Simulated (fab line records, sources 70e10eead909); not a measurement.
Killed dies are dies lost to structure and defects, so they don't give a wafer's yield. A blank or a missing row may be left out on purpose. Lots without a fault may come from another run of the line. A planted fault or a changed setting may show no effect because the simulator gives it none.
fab line records | flow nand_harc
record lots=15 wafers=45 last_day=33
route steps=1302 shown A_CONTACT@1066
lots that met no fault: from a run of the same line without faults
start_h: hours from the record's first day to the start of the lot's first wafer shown | wait_h: hours since the lot's step before | " the same as in the row above | L1.1+2: a row that stands for several wafers | - no value, or no start given | * or withheld: withheld | < > ~ a bound
route shown NAME@n: a module of which the file shows steps, and the number in the route of the first | usual: mean/standard deviation of fault-free wafers | same: alike in all rows | chamber/n: place in a boat | sites: the reading at each site | _std_site: their standard deviation | _edge_site: outer sites' mean less inner sites' | radius_mm: how far each site lies from the wafer's centre | mask NAME#n: copy n | behind: the tool/chamber that last shaped the wafer | hold: why the lot was held/for how many hours/how that ended | device: the transistor (n, p or np) that didn't switch | end of line: the same wafers' tests at the end of the route | a step without rows: its recipe alone | killed: dies lost to structure and defects at the first sort, not the wafer's yield | map: a wafer's dies, x killed, . not, _ none there
set.NAME: the setting as run; set.NAME@STEP: as run at that earlier step | model.NAME: the simulator's own value behind a step, which no gauge read
steps of the route over a sample of lots; a table a step, a row a wafer
services: from which hour (start_h, from the record's first day; less than 0 if before it) a tool's chamber was out of use, for how many hours, and why
## steps
# step NHARC_A_CONTACT_DEP_84
# recipe target_thk_a=28000 temp_c=400 material=aC
# usual throttle_valve_pct=34.998/0.01
# columns lot.wafer tool chamber start_h wait_h throttle_valve_pct
L246.2 acl_dep-03 0 520.50 - 34.975
L246.3 " 0 " " 34.978
L246.5 " 0 " " 34.995
L247.2 acl_dep-03 0 529.39 - 35.007
L247.4 " 0 " " 34.992
L247.6 " 0 " " 34.983
L248.1 acl_dep-01 0 531.29 - 35.002
L248.3 " 0 " " 34.998
L248.4 " 0 " " 35.004
L249.1 acl_dep-02 0 545.29 - 34.980
L249.2 " 0 " " 35.010
L249.5 " 0 " " 35.002
L250.1 acl_dep-01 0 571.60 - 35.012
L250.2 " 0 " " 34.992
L250.5 " 0 " " 35.014
L253.1 acl_dep-03 0 574.67 - 35.006
L253.2 " 0 " " 35.001
L253.5 " 0 " " 34.987
L252.2 acl_dep-01 0 584.36 - 34.999
L252.4 " 0 " " 35.006
L252.6 " 0 " " 34.987
L257.3 acl_dep-02 0 630.87 - 34.985
L257.5 " 0 " " 34.982
L257.6 " 0 " " 35.004
L259.1 acl_dep-03 0 651.80 - 34.991
L259.5 " 0 652.96 - 35.002
L259.6 " 0 " " 34.993
L260.3 acl_dep-02 0 653.26 - 34.993
L260.4 " 0 " " 34.993
L260.5 " 0 " " 34.996
L263.1 acl_dep-03 0 690.01 - 34.989
L263.3 " 0 " " 35.004
L263.6 " 0 " " 34.997
L262.2 acl_dep-02 0 690.60 - 35.012
L262.4 " 0 " " 35.003
L262.6 " 0 " " 35.005
L266.3 acl_dep-01 0 715.24 - 35.002
L266.4 " 0 " " 34.976
L266.6 " 0 " " 34.988
L267.3 acl_dep-02 0 736.04 - 35.000
L267.4 " 0 " " 34.992
L267.5 " 0 " " 35.005
L268.3 acl_dep-01 0 747.27 - 35.019
L268.4 " 0 " " 35.008
L268.5 " 0 " " 35.007
# step NHARC_A_CONTACT_ETCH_88
# recipe target_depth_a=390 over_etch_frac=0.3 time_s=65 ion_energy_ev=80 cf4_flow_sccm=150 ar_flow_sccm=0 rf_w=300 bias_w=100 chemistry=CF4
# usual bias_w=100.03/0.25 cf4_flow_sccm=150.0/0.44 drypump_motor_current_A=5.7/0.45 oes_product_au=1.000/0.011 rf_vpp_V=150.8/1.1 showerhead_plenum_p_Torr=1.73/0.064 throttle_valve_pct=13.283/0.0095
# columns lot.wafer tool chamber start_h wait_h bias_w cf4_flow_sccm drypump_motor_current_A oes_product_au rf_hours_counter_h rf_vpp_V showerhead_plenum_p_Torr throttle_valve_pct
L246.3 rie_diel-12 1 522.83 0.1 99.95 150.0 5.8 1.000 8 149.9 1.70 13.283
L246.2 " 2 " " 100.05 149.9 6.3 1.017 9 148.5 1.67 13.298
L246.5 " 1 " " 100.34 150.3 5.8 1.010 - 152.0 1.70 13.294
L247.2 rie_diel-12 1 531.72 0.1 99.95 150.8 5.8 1.003 11 150.3 1.70 13.268
L247.4 " 0 " " 100.11 149.7 5.1 1.006 11 150.2 1.67 13.281
L247.6 " 1 " " 99.84 151.1 5.8 0.995 - 150.0 1.70 13.294
L248.3 rie_diel-13 0 533.95 0.1 100.30 149.2 5.4 0.982 3 152.7 1.79 13.287
L248.4 " 1 " " 99.63 149.6 5.4 0.986 3 152.7 1.86 13.280
L248.1 " 2 " " 99.89 150.6 5.7 1.010 4 151.3 1.73 13.267
L249.2 rie_diel-12 0 548.03 0.1 99.66 150.6 5.2 1.008 13 150.2 1.67 13.289
L249.1 " 2 " " 100.35 149.7 6.3 1.011 14 150.0 1.67 13.287
L249.5 " 0 " " 100.07 149.8 5.2 1.000 - 149.7 1.67 13.284
L250.2 rie_diel-12 2 574.32 0.1 100.59 150.6 6.3 1.003 20 149.6 1.67 13.278
L250.1 " 3 " " 100.43 149.7 5.7 0.981 20 150.5 1.79 13.268
L250.5 " 2 " " 100.09 149.6 6.3 1.006 - 149.2 1.67 13.295
L253.1 rie_diel-12 2 577.65 0.2 99.82 149.6 6.3 0.997 21 150.6 1.67 13.283
L253.2 " 0 " " 100.51 150.1 5.1 0.997 20 150.3 1.67 13.281
L253.5 " 0 " " 100.11 150.4 5.2 1.007 - 150.1 1.67 13.273
L252.2 rie_diel-12 3 586.70 0.1 99.71 149.8 5.7 0.990 24 152.8 1.79 13.270
L252.4 " 2 " " 100.09 150.1 6.4 1.006 24 149.0 1.67 13.285
L252.6 " 0 " " 100.49 150.4 5.2 1.003 - 149.9 1.67 13.270
L257.3 rie_diel-12 2 633.03 0.1 100.04 149.3 6.3 1.004 0 150.2 1.66 13.291
L257.5 " 1 " " 99.88 149.9 5.8 1.008 - 150.9 1.70 13.294
L257.6 " 2 " " 100.17 149.3 6.4 1.004 - 149.7 1.66 13.302
L259.1 rie_diel-12 3 654.59 0.1 99.96 150.4 5.7 0.992 4 152.1 1.79 13.281
L259.5 " 3 " " 99.91 150.3 5.7 0.991 - 150.5 1.79 13.287
L259.6 " 0 " " 100.48 150.0 5.2 1.015 - 149.7 1.66 13.280
L260.3 rie_diel-03 0 655.47 0.1 99.87 149.5 6.4 0.999 4 153.2 1.91 13.281
L260.4 " 3 " " 100.37 150.3 6.0 0.994 3 150.5 1.75 13.282
L260.5 " 0 " " 100.23 150.0 6.4 1.006 - 152.5 1.91 13.273
L263.3 rie_diel-03 2 692.64 0.1 99.64 149.8 6.2 1.014 21 150.8 1.72 13.265
L263.1 " 1 " " 100.24 150.6 5.1 1.015 21 151.8 1.73 13.290
L263.6 " 1 " " 100.10 150.2 5.1 1.016 - 149.4 1.72 13.277
L262.2 rie_diel-12 3 693.10 0.1 100.20 150.7 5.6 0.996 9 150.8 1.79 13.282
L262.4 " 1 " " 99.82 149.2 5.8 1.005 11 148.8 1.70 13.269
L262.6 " 3 " " 99.90 150.6 5.7 0.991 - 152.0 1.79 13.276
L266.3 rie_diel-12 0 717.32 0.1 100.37 149.8 5.1 1.007 16 150.4 1.66 13.281
L266.4 " 1 " " 100.11 149.3 5.8 0.995 - 150.1 1.69 13.270
L266.6 " 0 " " 100.09 149.9 5.2 1.013 - 149.4 1.66 13.284
L267.3 rie_diel-03 1 738.25 0.1 99.92 148.8 5.1 1.010 35 150.0 1.72 13.269
L267.4 " 2 " " 100.14 150.6 6.2 1.013 35 150.5 1.71 13.285
L267.5 " 1 " " 99.58 149.8 5.1 1.011 - 151.6 1.72 13.290
L268.3 rie_diel-03 0 749.45 0.1 99.94 149.1 6.4 1.005 23 153.5 1.90 13.299
L268.4 " 1 " " 100.18 149.9 5.1 1.004 38 150.8 1.72 13.286
L268.5 " 2 " " 100.05 149.7 6.2 1.010 - 151.0 1.71 13.290
# step NHARC_A_CONTACT_ETCH_139
# recipe source_w=withheld pressure_mtorr=20 bias_v=400 time_s=195 target_depth_a=8400 ar_flow_sccm=withheld c4f8_flow_sccm=11.5 o2_flow_sccm=7.2 chemistry=C4F8/O2/Ar
# usual chamber_pressure_mTorr=20.002/0.018 oes_air_line_au=0.996/0.021
# columns lot.wafer tool chamber start_h wait_h chamber_pressure_mTorr oes_air_line_au rf_hours_counter_h
L246.2 har_cap_etch-02 1 525.17 0.2 20.015 0.973 88
L246.3 " 0 " " 19.993 1.028 -
L246.5 " 1 " " 20.021 0.966 -
L247.2 har_cap_etch-01 1 534.06 0.2 20.012 1.022 5
L247.4 " 0 " " 19.985 0.973 -
L247.6 " 0 " " 19.996 0.977 -
L248.1 har_cap_etch-02 0 536.29 0.2 20.029 0.957 93
L248.3 " 0 " " 19.954 0.991 -
L248.4 " 1 " " 19.978 1.024 -
L249.1 har_cap_etch-03 1 550.35 0.2 20.000 0.961 49
L249.2 " 0 " " 20.014 1.006 49
L249.5 " 0 " " 19.976 1.001 -
L250.1 har_cap_etch-02 1 576.83 0.2 20.011 0.986 98
L250.2 " 0 " " 20.004 0.987 98
L250.5 " 0 " " 19.994 0.998 -
L253.1 har_cap_etch-03 0 580.43 0.2 19.990 1.000 54
L253.2 " 1 " " 20.002 0.982 54
L253.5 " 0 " " 19.991 1.011 -
L252.2 har_cap_etch-01 1 589.04 0.2 20.027 0.963 15
L252.4 " 1 " " 20.020 0.985 -
L252.6 " 0 " " 19.990 0.983 -
L257.3 har_cap_etch-01 1 635.49 0.2 - - -
L257.6 " 0 " " - - -
L257.5 " 1 " " - - -
L259.1 har_cap_etch-02 1 657.56 0.3 - - -
L259.6 " 0 " " - - -
L259.5 " 1 " " - - -
L260.4 har_cap_etch-03 0 658.05 0.2 - - -
L260.3 " 1 " " - - -
L260.5 " 1 " " - - -
L263.1 har_cap_etch-03 1 695.22 0.2 20.030 1.001 75
L263.3 " 0 " " 20.011 0.998 -
L263.6 " 0 " " 20.004 0.998 -
L262.2 har_cap_etch-02 1 696.31 0.2 19.954 0.947 119
L262.4 " 1 " " 19.970 0.981 -
L262.6 " 0 " " 19.999 1.000 -
L266.3 har_cap_etch-01 1 720.54 0.4 19.987 0.980 -
L266.4 " 0 " " 19.989 1.019 -
L266.6 " 1 " " 19.986 1.019 -
L267.3 har_cap_etch-02 1 740.77 0.2 20.015 1.003 -
L267.4 " 0 " " 19.975 0.982 -
L267.5 " 0 " " 20.006 0.962 -
L268.4 har_cap_etch-03 1 752.37 0.3 19.987 0.996 -
L268.3 " 0 " " 19.983 1.000 -
L268.5 " 0 " " 20.024 0.999 -
# step NHARC_A_CONTACT_CVD_19
# recipe target_thk_a=3000 temp_c=300 pressure_torr=40 wf6_flow_sccm=40 h2_flow_sccm=1600 ar_flow_sccm=1560 time_s=802 material=W
# usual heater_power_w=501/31 throttle_valve_pct=8.1/0.41
# columns lot.wafer tool chamber start_h wait_h heater_power_w throttle_valve_pct
L246.2 cvd_w-02 0 - - 522 9.1
L246.3 " 0 " " 517 8.5
L246.5 " 1 " " 478 7.5
L247.2 cvd_w-01 0 - - 521 8.0
L247.4 " 0 " " 510 8.0
L247.6 " 1 " " 472 8.5
L248.1 cvd_w-01 1 - - 474 8.2
L248.3 " 0 " " 524 8.2
L248.4 " 1 " " 481 8.5
L249.1 cvd_w-02 0 - - 502 8.7
L249.2 " 1 " " 487 7.5
L249.5 " 1 " " 474 7.6
L250.1 cvd_w-02 1 - - 474 7.8
L250.2 " 0 " " 536 8.7
L250.5 " 1 " " 495 7.7
L253.1 cvd_w-02 1 - - 481 7.6
L253.2 " 0 " " 511 8.5
L253.5 " 1 " " 472 7.7
L252.2 cvd_w-02 1 - - 491 7.8
L252.4 " 1 " " 486 7.5
L252.6 " 1 " " 489 7.8
L257.3 cvd_w-01 0 - - 552 7.6
L257.5 " 0 " " 552 8.0
L257.6 " 1 " " 477 8.5
L260.3 cvd_w-02 0 - - 511 8.3
L260.4 " 1 " " 455 7.8
L260.5 " 1 " " 470 7.8
L259.1 cvd_w-01 1 - - 466 8.4
L259.5 " 0 " " 548 7.9
L259.6 " 1 " " 467 8.1
L263.1 cvd_w-02 1 - - 473 7.7
L263.3 " 0 " " 535 8.8
L263.6 " 0 " " 542 8.3
L262.2 cvd_w-01 0 - - 534 7.7
L262.4 " 1 " " 466 8.3
L262.6 " 0 " " 555 8.0
L266.4 cvd_w-01 1 - - 478 8.2
L266.3 " 0 " " 558 8.0
L266.6 " 1 " " 485 8.2
L267.4 cvd_w-01 0 - - 501 7.9
L267.3 " 1 " " 465 8.2
L267.5 " 1 " " 458 8.2
L268.3 cvd_w-01 0 - - 499 7.5
L268.4 " 1 " " 467 8.1
L268.5 " 1 " " 457 8.0
## services
# columns tool chamber start_h hours kind
har_cap_etch-01 - 497.00 17.0 pm
rie_diel-12 0 503.40 - clean
rie_diel-12 1 503.40 - clean
rie_diel-12 2 503.40 - clean
rie_diel-13 - 519.01 9.0 pm
rie_diel-03 3 543.77 2.2 repair
cvd_w-01 - 547.00 13.0 pm
rie_diel-03 3 547.88 7.5 repair
acl_dep-01 - 552.66 13.0 pm
rie_diel-03 2 570.41 4.8 repair
cvd_w-02 1 591.72 14.7 repair
acl_dep-02 - 605.55 13.0 pm
rie_diel-12 - 622.40 9.0 pm
cvd_w-02 - 631.18 13.0 pm
rie_diel-03 - 635.53 9.0 pm
acl_dep-03 - 663.03 13.0 pm
rie_diel-03 0 663.50 44.1 repair
rie_diel-13 - 696.01 9.0 pm
rie_diel-12 2 715.95 3.5 repair
rie_diel-13 0 725.05 1.8 repair
cvd_w-01 - 728.24 13.0 pm
rie_diel-13 2 733.03 2.9 repair
acl_dep-01 - 733.69 13.0 pm
har_cap_etch-02 - 754.00 17.0 pm
## key
first_sign step=NHARC_A_CONTACT_ETCH_139 reading=tool_record direction=missing
effect none on later readings
met_at NHARC_A_CONTACT_ETCH_139
struck_lots L257,L259,L260
later_rows_left_out L257.3,L257.5,L257.6,L259.1,L259.5,L259.6,L260.3,L260.4,L260.5
sort_left_out L257.3,L257.5,L257.6,L259.1,L259.5,L259.6,L260.3,L260.4,L260.5
tester_left_out L257,L259,L260
not_acting_at NHARC_A_CONTACT_DEP_84,NHARC_A_CONTACT_ETCH_88,NHARC_A_CONTACT_CVD_19
onset_between 589.04 635.49
fault kind=skipped_step_whole tool=har_cap_etch-01,har_cap_etch-02,har_cap_etch-03 chamber=- onset_h=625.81 steps=NHARC_A_CONTACT_ETCH_139 scope=struck_lots_only
# tester_left_out: of these lots the tester's yield and bins aren't shown, on N5 and GAA mostly nor the transistor test; their killed dies are dies lost to structure and defects alone, not to doping, threshold or leakage, so they don't give the yield
# sort_left_out: the simulated sort isn't trusted on such a fault, so these wafers' sort isn't shown, and their yield isn't known
# later_rows_left_out: the simulator's readings of these wafers behind a module that went badly wrong aren't trusted and aren't shown, but for the sort
